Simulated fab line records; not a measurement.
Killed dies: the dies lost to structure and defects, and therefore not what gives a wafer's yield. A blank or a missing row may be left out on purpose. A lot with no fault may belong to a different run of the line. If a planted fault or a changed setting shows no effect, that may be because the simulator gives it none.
Which of the tools did it? ; flow n5_finfet ; 72 wafers from 24 lots sampled at 6 of the route's 1938 steps

WHAT THE GAUGES READ, wafer by wafer
N5_BEOL_M14_CD_MEAS_17: target cd 250 nm.
lot;measured;on;cd_nm (nm)
L074;day 11 11:32;cd_sem-01;253.0 254.6 249.5
L076;day 11 17:11;cd_sem-03;252.6 247.7 250.9
L075;day 11 18:14;cd_sem-01;252.3 248.5 248.7
L077;day 12 00:35;cd_sem-03;248.8 248.6 255.9
L078;day 12 14:15;cd_sem-02;254.2 250.6 250.1
L079;day 12 16:19;cd_sem-01;254.9 251.3 249.3
L081;day 13 05:38;cd_sem-01;248.0 247.1 247.1
L080;day 13 11:17;cd_sem-02;251.8 250.2 248.0
L082;day 13 17:26;cd_sem-03;249.6 248.4 247.9
L083;day 14 01:03;cd_sem-03;251.2 253.1 251.6
L084;day 14 01:54;cd_sem-02;250.9 249.4 248.5
L085;day 14 04:14;cd_sem-03;252.6 253.2 252.7
L086;day 14 13:47;cd_sem-02;249.0 246.2 249.3
L087;day 14 23:05;cd_sem-03;249.9 249.7 251.7
L089;day 15 07:23;cd_sem-02;252.0 255.1 251.4
L091;day 15 13:50;cd_sem-02;249.7 252.3 257.5
L090;day 15 14:11;cd_sem-01;245.1 248.9 252.8
L088;day 16 05:37;cd_sem-02;251.8 250.6 251.7
L092;day 16 09:26;cd_sem-03;250.4 251.2 252.8
L095;day 16 10:19;cd_sem-03;246.9 250.1 247.1
L094;day 16 18:54;cd_sem-01;249.8 250.9 250.8
L093;day 17 09:50;cd_sem-02;251.8 251.6 249.2
L096;day 17 17:15;cd_sem-02;250.1 251.5 252.5
L097;day 18 07:10;cd_sem-01;252.1 252.2 248.6

N5_BEOL_M15_THK_MEAS_01.
lot;measured;on;M15_ILD_THK (nm)
L074;day 11 19:04;film_metro-02;1616 1649 1647
L076;day 11 22:57;film_metro-01;1612 1638 1662
L075;day 12 00:21;film_metro-01;1615 1639 1652
L077;day 12 04:24;film_metro-01;1641 1658 1631
L078;day 12 22:43;film_metro-02;1618 1635 1667
L079;day 12 23:41;film_metro-01;1619 1664 1633
L081;day 13 09:49;film_metro-01;1643 1674 1678
L080;day 13 15:05;film_metro-02;1611 1599 1606
L082;day 13 21:19;film_metro-01;1619 1600 1637
L083;day 14 06:26;film_metro-01;1606 1635 1595
L084;day 14 06:47;film_metro-01;1606 1656 1641
L085;day 14 08:38;film_metro-02;1607 1614 1605
L086;day 14 20:29;film_metro-01;1593 1624 1620
L087;day 15 02:28;film_metro-02;1611 1623 1603
L089;day 15 12:43;film_metro-02;1596 1585 1606
L091;day 15 18:12;film_metro-01;1604 1581 1656
L090;day 15 18:12;film_metro-01;1613 1627 1629
L088;day 16 12:34;film_metro-01;1622 1630 1648
L092;day 16 13:05;film_metro-01;1634 1607 1621
L095;day 16 15:14;film_metro-01;1623 1602 1614
L094;day 17 01:01;film_metro-02;1600 1621 1600
L093;day 17 13:10;film_metro-01;1585 1602 1644
L096;day 17 21:04;film_metro-02;1599 1630 1645
L097;day 18 11:24;film_metro-02;1646 1651 1605

EACH LOT AND THE TOOL THAT RAN IT (in order: tool; ch and the chambers of the sampled wafers; start)
lot;N5_BEOL_M13_DEP_53;N5_BEOL_M14_ETCH_67;N5_BEOL_M14_TRENCH_ETCH_34;N5_BEOL_M14_SPUTTER_44
L074;pecvd-01 ch 0,2, day 11 10:08;rie_diel-02 ch 0,1,2, day 11 11:58;rie_diel-02 ch 0,1,2, day 11 12:23;pvd_sputter-03, day 11 17:39
L076;pecvd-03 ch 0,1, day 11 16:02;rie_diel-06 ch 0,1,3, day 11 18:14;rie_diel-06 ch 0,1,3, day 11 18:39;pvd_sputter-03, day 11 21:31
L075;pecvd-03 ch 0,1,2, day 11 16:26;rie_diel-06 ch 0,3, day 11 18:49;rie_diel-06 ch 0,3, day 11 19:14;pvd_sputter-02, day 11 22:51
L077;pecvd-03 ch 1,2, day 11 23:26;rie_diel-01 ch 0,1,2, day 12 01:10;rie_diel-01 ch 0,1,2, day 12 01:35;pvd_sputter-01, day 12 02:59
L078;pecvd-03 ch 0,1,2, day 12 12:47;rie_diel-06 ch 1,2,3, day 12 14:49;rie_diel-06 ch 1,2,3, day 12 15:14;pvd_sputter-02, day 12 21:17
L079;pecvd-02 ch 0,1,2, day 12 15:10;rie_diel-01 ch 2,3, day 12 16:47;rie_diel-01 ch 2,3, day 12 17:12;pvd_sputter-03, day 12 22:16
L081;pecvd-02 ch 0,2, day 13 04:30;rie_diel-02 ch 0,1, day 13 06:23;rie_diel-02 ch 0,1, day 13 06:49;pvd_sputter-01, day 13 07:46
L080;pecvd-01 ch 1,2, day 13 10:07;rie_diel-01 ch 1,2, day 13 11:51;rie_diel-01 ch 1,2, day 13 12:16;pvd_sputter-02, day 13 13:40
L082;pecvd-01 ch 1,2, day 13 16:03;rie_diel-02 ch 0,1,2, day 13 18:08;rie_diel-02 ch 0,1,2, day 13 18:33;pvd_sputter-02, day 13 19:47
L083;pecvd-03 ch 1,2, day 13 23:54;rie_diel-02 ch 1,2, day 14 01:59;rie_diel-02 ch 1,2, day 14 02:25;pvd_sputter-02, day 14 04:55
L084;pecvd-02 ch 0,1, day 14 00:37;rie_diel-01 ch 0,1,2, day 14 02:25;rie_diel-01 ch 0,1,2, day 14 02:50;pvd_sputter-02, day 14 05:14
L085;pecvd-02 ch 0,1, day 14 02:57;rie_diel-02 ch 1,2,3, day 14 04:50;rie_diel-02 ch 1,2,3, day 14 05:16;pvd_sputter-02, day 14 07:05
L086;pecvd-03 ch 1,2, day 14 12:11;rie_diel-06 ch 1,2, day 14 14:14;rie_diel-06 ch 1,2, day 14 14:39;pvd_sputter-02, day 14 18:56
L087;pecvd-01 ch 1, day 14 21:40;rie_diel-02 ch 0,2,3, day 14 23:31;rie_diel-02 ch 0,2,3, day 14 23:56;pvd_sputter-03, day 15 00:42
L089;pecvd-03 ch 0,2, day 15 06:07;rie_diel-02 ch 0,1,3, day 15 07:50;rie_diel-02 ch 0,1,3, day 15 08:16;pvd_sputter-03, day 15 11:00
L091;pecvd-03 ch 0,1,2, day 15 12:34;rie_diel-01 ch 0,1,3, day 15 14:56;rie_diel-01 ch 0,1,3, day 15 15:21;pvd_sputter-03, day 15 16:47
L090;pecvd-01 ch 0,2, day 15 12:56;rie_diel-06 ch 0,1,3, day 15 15:13;rie_diel-06 ch 0,1,3, day 15 15:38;pvd_sputter-02, day 15 16:47
L088;pecvd-01 ch 0,1,2, day 16 04:19;rie_diel-06 ch 0,2,3, day 16 06:24;rie_diel-06 ch 0,2,3, day 16 06:49;pvd_sputter-03, day 16 11:08
L092;pecvd-01 ch 0,1,2, day 16 08:10;rie_diel-06 ch 0,2,3, day 16 10:12;rie_diel-06 ch 0,2,3, day 16 10:37;pvd_sputter-03, day 16 11:37
L095;pecvd-03 ch 1,2, day 16 08:43;rie_diel-02 ch 0,1,2, day 16 10:53;rie_diel-02 ch 0,1,2, day 16 11:18;pvd_sputter-03, day 16 13:46
L094;pecvd-01 ch 0,1,2, day 16 17:35;rie_diel-02 ch 1,2, day 16 19:28;rie_diel-02 ch 1,2, day 16 19:53;pvd_sputter-03, day 16 23:34
L093;pecvd-02 ch 0,1,2, day 17 08:40;rie_diel-02 ch 0,1,3, day 17 10:17;rie_diel-02 ch 0,1,3, day 17 10:43;pvd_sputter-01, day 17 11:42
L096;pecvd-01 ch 0,2, day 17 15:46;rie_diel-06 ch 0,1,2, day 17 17:49;rie_diel-06 ch 0,1,2, day 17 18:14;pvd_sputter-03, day 17 19:38
L097;pecvd-01 ch 0,2, day 18 05:56;rie_diel-01 ch 0,2,3, day 18 07:40;rie_diel-01 ch 0,2,3, day 18 08:05;pvd_sputter-03, day 18 09:59
- N5_BEOL_M13_DEP_53: deposits SiCN from 3MS/NH3, target thk 50 nm, time 17.8 s.
- N5_BEOL_M14_ETCH_67: etches SiARC in CF4, target depth 143 nm, time 238.3 s.
- N5_BEOL_M14_TRENCH_ETCH_34: etches SiO2 in C4F8/O2/Ar, target depth 556.65 nm, time 126.9 s.
- N5_BEOL_M14_SPUTTER_44: material Ta, target thk 15 nm, time 24.19 s.

WHAT THE TOOLS THEMSELVES READ (means of the sampled wafers that have a number; where no wafer has one, the mark that the record gives instead)
N5_BEOL_M13_DEP_53.
lot;tool;showerhead_plenum_p_Torr (Torr);throttle_valve_pct (%)
L074;pecvd-01;4.175;16.8
L076;pecvd-03;4.190;18.8
L075;pecvd-03;4.174;18.1
L077;pecvd-03;4.181;18.7
L078;pecvd-03;4.172;18.0
L079;pecvd-02;4.168;18.9
L081;pecvd-02;4.163;19.0
L080;pecvd-01;4.156;16.7
L082;pecvd-01;4.158;16.7
L083;pecvd-03;4.183;18.6
L084;pecvd-02;4.173;18.7
L085;pecvd-02;4.167;18.7
L086;pecvd-03;4.177;18.2
L087;pecvd-01;4.150;17.1
L089;pecvd-03;4.176;17.7
L091;pecvd-03;4.174;18.3
L090;pecvd-01;4.188;18.2
L088;pecvd-01;4.169;17.6
L092;pecvd-01;4.172;17.4
L095;pecvd-03;4.163;18.2
L094;pecvd-01;4.169;17.5
L093;pecvd-02;4.170;17.7
L096;pecvd-01;4.176;16.9
L097;pecvd-01;4.184;18.4

N5_BEOL_M14_ETCH_67.
lot;tool;drypump_motor_current_A (A);etch_rf_on_time_s (s);oes_product_au (a.u.);rf_vpp_V (V);showerhead_plenum_p_Torr (Torr);throttle_valve_pct (%)
L074;rie_diel-02;5.5;246;0.73;184.5;2.20;15.51
L076;rie_diel-06;5.2;235;0.73;184.2;2.17;15.35
L075;rie_diel-06;5.4;234;0.77;183.9;2.20;15.33
L077;rie_diel-01;5.9;239;0.73;183.7;2.11;15.48
L078;rie_diel-06;5.2;238;0.69;183.8;2.13;15.52
L079;rie_diel-01;5.4;237;0.76;183.1;2.10;15.33
L081;rie_diel-02;5.5;247;0.65;183.9;2.11;15.64
L080;rie_diel-01;5.6;236;0.75;183.0;2.09;15.33
L082;rie_diel-02;5.5;244;0.70;184.7;2.19;15.56
L083;rie_diel-02;5.4;246;0.76;184.8;2.27;15.42
L084;rie_diel-01;6.0;242;0.70;183.7;2.11;15.51
L085;rie_diel-02;5.8;240;0.78;185.4;2.27;15.31
L086;rie_diel-06;5.3;239;0.66;183.3;2.14;15.77
L087;rie_diel-02;5.9;239;0.71;184.8;2.18;15.46
L089;rie_diel-02;5.9;241;0.72;184.9;2.19;15.42
L091;rie_diel-01;6.3;237;0.68;184.0;2.11;15.71
L090;rie_diel-06;5.2;237;0.69;184.6;2.16;15.41
L088;rie_diel-06;5.4;234;0.70;184.6;2.16;15.56
L092;rie_diel-06;5.4;238;0.70;184.8;2.16;15.56
L095;rie_diel-02;5.5;240;0.76;185.8;2.26;15.43
L094;rie_diel-02;5.4;246;0.72;185.8;2.26;15.47
L093;rie_diel-02;5.8;235;0.78;186.3;2.27;15.29
L096;rie_diel-06;5.3;242;0.66;184.1;2.17;15.66
L097;rie_diel-01;5.7;240;0.67;183.5;2.10;15.59

N5_BEOL_M14_TRENCH_ETCH_34.
lot;tool;drypump_motor_current_A (A);oes_f_703_au (a.u.);oes_product_au (a.u.);rf_vpp_V (V);showerhead_plenum_p_Torr (Torr);throttle_valve_pct (%)
L074;rie_diel-02;5.5;0.85;0.85;2214;3.52;30.84
L076;rie_diel-06;5.2;0.86;0.85;2204;3.48;30.68
L075;rie_diel-06;5.5;0.91;0.90;2169;3.54;30.71
L077;rie_diel-01;6.0;0.85;0.85;2206;3.39;30.80
L078;rie_diel-06;5.3;0.82;0.82;2225;3.41;30.77
L079;rie_diel-01;5.4;0.89;0.89;2229;3.37;30.60
L081;rie_diel-02;5.5;0.77;0.77;2189;3.38;30.81
L080;rie_diel-01;5.6;0.89;0.88;2228;3.36;30.58
L082;rie_diel-02;5.5;0.82;0.82;2214;3.51;30.84
L083;rie_diel-02;5.4;0.87;0.88;2241;3.65;30.87
L084;rie_diel-01;5.9;0.82;0.83;2204;3.38;30.83
L085;rie_diel-02;5.8;0.91;0.91;2234;3.64;30.67
L086;rie_diel-06;5.3;0.79;0.78;2229;3.43;30.93
L087;rie_diel-02;5.9;0.84;0.84;2205;3.50;30.66
L089;rie_diel-02;5.8;0.84;0.84;2209;3.51;30.65
L091;rie_diel-01;6.3;0.79;0.80;2189;3.38;31.08
L090;rie_diel-06;5.2;0.82;0.81;2202;3.46;30.71
L088;rie_diel-06;5.4;0.84;0.82;2189;3.46;30.81
L092;rie_diel-06;5.4;0.83;0.83;2189;3.46;30.81
L095;rie_diel-02;5.5;0.88;0.89;2225;3.63;30.81
L094;rie_diel-02;5.4;0.83;0.84;2239;3.64;30.89
L093;rie_diel-02;5.9;0.89;0.90;2220;3.63;30.60
L096;rie_diel-06;5.3;0.79;0.78;2207;3.48;30.87
L097;rie_diel-01;5.7;0.78;0.78;2204;3.37;30.86

N5_BEOL_M14_SPUTTER_44.
lot;tool;throttle_valve_pct (%)
L074;pvd_sputter-03;30.7
L076;pvd_sputter-03;30.5
L075;pvd_sputter-02;29.4
L077;pvd_sputter-01;30.9
L078;pvd_sputter-02;28.8
L079;pvd_sputter-03;29.6
L081;pvd_sputter-01;31.1
L080;pvd_sputter-02;29.1
L082;pvd_sputter-02;29.2
L083;pvd_sputter-02;29.3
L084;pvd_sputter-02;29.2
L085;pvd_sputter-02;29.3
L086;pvd_sputter-02;29.1
L087;pvd_sputter-03;30.2
L089;pvd_sputter-03;29.6
L091;pvd_sputter-03;30.3
L090;pvd_sputter-02;29.2
L088;pvd_sputter-03;31.3
L092;pvd_sputter-03;30.3
L095;pvd_sputter-03;30.4
L094;pvd_sputter-03;30.1
L093;pvd_sputter-01;30.7
L096;pvd_sputter-03;29.6
L097;pvd_sputter-03;29.7

THE ANSWER, worked out from the rows above alone
Rule: usual is defined by the lots themselves. Put in order of their means at a reading, lots are off if they are a third of the lots or fewer, leave a main group of 4 or more, and stand apart from it by a gap of 3 or more times the standard deviation of the main group's means; of several such gaps the widest counts. The tables above print the reading to a certain number of digits; a main group whose means all agree to those digits is not used. A lot without any number at a reading at which 4 lots or more have one is off too. The other lots that the step has rows for count as sound. First the gauges in route order, then the tools' own readings, where a lot's mean is used as printed above. The first step at which some lot is off is used, and at that step the reading that is off furthest; a lot without a number counts as furthest.
No lot is off on any of the readings shown, so nothing can be concluded from this.

WHAT THE SIMULATOR PUT IN
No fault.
